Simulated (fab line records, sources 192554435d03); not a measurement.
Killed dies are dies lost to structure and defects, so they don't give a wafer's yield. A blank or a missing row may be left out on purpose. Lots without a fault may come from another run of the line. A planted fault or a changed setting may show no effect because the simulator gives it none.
Split-lot experiment | flow n5_finfet | 7 lots, 21 wafers read, on a route of 1938 steps

THE SPLIT
At N5_BEOL_M1_EXPOSE_25 (exposes mask V0, defocus 5 nm, target cd 24 nm), the setting dose_mj was moved away from the recipe's 63 on 8 of the 21 wafers read, by -6.5% to +6.8%. The other wafers ran this setting at the recipe's value.

FROM THE SPLIT TO THE READING: what the file shows between them, 2 steps
- N5_BEOL_M1_PEB_26: peb time 60 s
- N5_BEOL_M1_DEVELOP_27: develop time 30 s

THE READING
cd_nm, in nm, at N5_BEOL_M1_CD_MEAS_28 (target cd y 23.3 nm). Fault-free wafers of this fab line usually give 23.96 nm, standard deviation 0.25 nm.

wafer  | tool, chamber at the split | dose_mj as run | against the recipe | cd_nm, nm | against lot-mates on the recipe
L075.1 | euv_scanner-01, 0          | 63             | recipe             | 24.07     | -
L075.3 | euv_scanner-01, 0          | 65.4           | +3.8%              | 24.88     | +0.81
L075.4 | euv_scanner-01, 0          | 65.4           | +3.8%              | 25.10     | +1.03
L077.2 | euv_scanner-02, 0          | 63             | recipe             | 24.11     | -
L077.3 | euv_scanner-02, 0          | 63             | recipe             | 24.05     | -
L077.4 | euv_scanner-02, 0          | 63             | recipe             | 24.11     | -
L078.2 | euv_scanner-02, 0          | 60.92          | -3.3%              | 23.14     | no lot-mate on the recipe
L078.4 | euv_scanner-02, 0          | 60.92          | -3.3%              | 23.03     | no lot-mate on the recipe
L078.5 | euv_scanner-02, 0          | 60.92          | -3.3%              | 22.90     | no lot-mate on the recipe
L079.3 | euv_scanner-02, 0          | 63             | recipe             | 24.33     | -
L079.4 | euv_scanner-02, 0          | 63             | recipe             | 23.47     | -
L079.6 | euv_scanner-02, 0          | 63             | recipe             | 23.71     | -
L081.3 | euv_scanner-02, 0          | 63             | recipe             | 24.08     | -
L081.4 | euv_scanner-02, 0          | 63             | recipe             | 23.89     | -
L081.6 | euv_scanner-02, 0          | 67.31          | +6.8%              | 25.66     | +1.68
L082.2 | euv_scanner-02, 0          | 63             | recipe             | 23.90     | -
L082.4 | euv_scanner-02, 0          | 63             | recipe             | 24.04     | -
L082.5 | euv_scanner-02, 0          | 58.88          | -6.5%              | 22.68     | -1.29
L088.3 | euv_scanner-01, 0          | 63             | recipe             | 23.93     | -
L088.5 | euv_scanner-01, 0          | 59.97          | -4.8%              | 22.76     | -1.21
L088.6 | euv_scanner-01, 0          | 63             | recipe             | 24.01     | -

THE FIT
A straight line over all 21 wafers: cd_nm changes by +0.247 nm for each +1% of dose_mj; r = +0.97; the points scatter about the line by 0.2 nm.
The same after taking each lot's own level away (the mean of its wafers on the recipe; 18 wafers): +0.231 nm for each +1%; r = +0.97; scatter 0.18 nm.
On that fit, the largest move of dose_mj shifts the reading by 1.6 nm.
The lots' own levels span 23.837 to 24.090 nm, that is 1.0 times the standard deviation above.
So the lot-to-lot level changes the slope little: the two slopes agree.
Check: with one of the wafers moved furthest among these (+6.8%) left out of the fit, the line predicts +1.55 nm for it against its lot-mates. It came out at +1.68 nm against them.

OTHER SPLITS ON THESE WAFERS
These wafers also went through other splits before the reading. Each is held against what the fit with the lots' levels taken away leaves over:
other split on the same wafers         | wafers away from the commonest value | r with cd_nm (lot level and that fit taken away)
N5_MOL_CONTACT_COAG_ALD_133 ald_cycles | 6                                    | -0.10
N5_MOL_CONTACT_COAG_ETCH_67 source_w   | 9                                    | -0.02
N5_BEOL_M0_SAQP_ETCH_107 bias_w        | 8                                    | -0.22
N5_BEOL_M0_DEP_125 time_s              | 6                                    | -0.25

THE FILE'S OWN FIT
cd_nm changes by +0.23 nm for each +1% of dose_mj, r = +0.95.
